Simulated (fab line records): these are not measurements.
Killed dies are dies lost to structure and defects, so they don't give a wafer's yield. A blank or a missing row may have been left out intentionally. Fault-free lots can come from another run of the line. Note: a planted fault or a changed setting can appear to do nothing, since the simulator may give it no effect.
Chamber matching | flow n5Finfet | 4 sister chambers for N5_BEOL_M8_ETCH_61 on rieDiel-04
The step etches SiARC in CF4, target depth 45.5 nm, time 75.8 s. 16 wafers are shown with their chamber, then 8 later ones without.

WAFERS, EACH WITH ITS CHAMBER
wafer  | chamber | drypumpMotorCurrentA (A) | throttleValvePct (%) | showerheadPlenumPTorr (Torr)
L074.4 | 3       | 5.4                      | 15.43                | 2.26
L074.5 | 0       | 5.8                      | 15.43                | 2.11
L074.6 | 3       | 5.3                      | 15.42                | 2.26
L079.1 | 2       | 5.7                      | 15.71                | 2.15
L079.2 | 3       | 5.3                      | 15.43                | 2.25
L079.5 | 2       | 5.7                      | 15.72                | 2.15
L081.3 | 2       | 5.7                      | 15.72                | 2.15
L081.5 | 2       | 5.7                      | 15.72                | 2.14
L081.6 | 1       | 6.6                      | 15.95                | 2.21
L083.3 | 2       | 5.7                      | 15.73                | 2.14
L083.4 | 3       | 5.4                      | 15.45                | 2.25
L083.5 | 0       | 5.8                      | 15.47                | 2.10
L085.3 | 1       | 6.6                      | 15.96                | 2.21
L085.4 | 3       | 5.4                      | 15.46                | 2.25
L085.5 | 1       | 6.6                      | 15.97                | 2.21
L087.1 | 3       | 5.4                      | 15.46                | 2.25

SIGNATURES (means of the wafers above)
reading               | chamber 0 | chamber 1 | chamber 2 | chamber 3 | scatter within a chamber
drypumpMotorCurrentA  | 5.800     | 6.600     | 5.700     | 5.367     | 0.0333
throttleValvePct      | 15.4500   | 15.9600   | 15.7200   | 15.4417   | 0.015
showerheadPlenumPTorr | 2.1050    | 2.2100    | 2.1460    | 2.2533    | 0.00503
Rule: for a wafer and a chamber, the distance is found by dividing, reading by reading, the gap between the wafer's reading and the chamber's mean by the reading's scatter, squaring, summing and taking the root. The wafer belongs to the nearest chamber; if the next one is less than 2 further off, it can't be placed. The scatter: take each reading less its chamber's mean, square it, sum over the shown wafers, divide by the number of wafers less the number of chambers, and take the root.

WAFERS MISSING THEIR CHAMBER
wafer  | drypumpMotorCurrentA (A) | throttleValvePct (%) | showerheadPlenumPTorr (Torr)
L087.2 | 6.6                      | 15.99                | 2.21
L087.3 | 5.8                      | 15.48                | 2.10
L091.1 | 5.8                      | 15.49                | 2.09
L091.2 | 5.7                      | 15.75                | 2.14
L091.3 | 5.4                      | 15.49                | 2.24
L089.1 | 5.7                      | 15.73                | 2.14
L089.2 | 5.8                      | 15.51                | 2.09
L089.4 | 5.4                      | 15.48                | 2.24

WHICH CHAMBER EACH WENT THROUGH
wafer  | from the rows above | in truth
L087.2 | 1                   | 1
L087.3 | 0                   | 0
L091.1 | 0                   | 0
L091.2 | 2                   | 2
L091.3 | 3                   | 3
L089.1 | 2                   | 2
L089.2 | 0                   | 0
L089.4 | 3                   | 3
Placed correctly: 8 of 8. Number that these rows cannot place: 0. Number placed wrongly: 0.
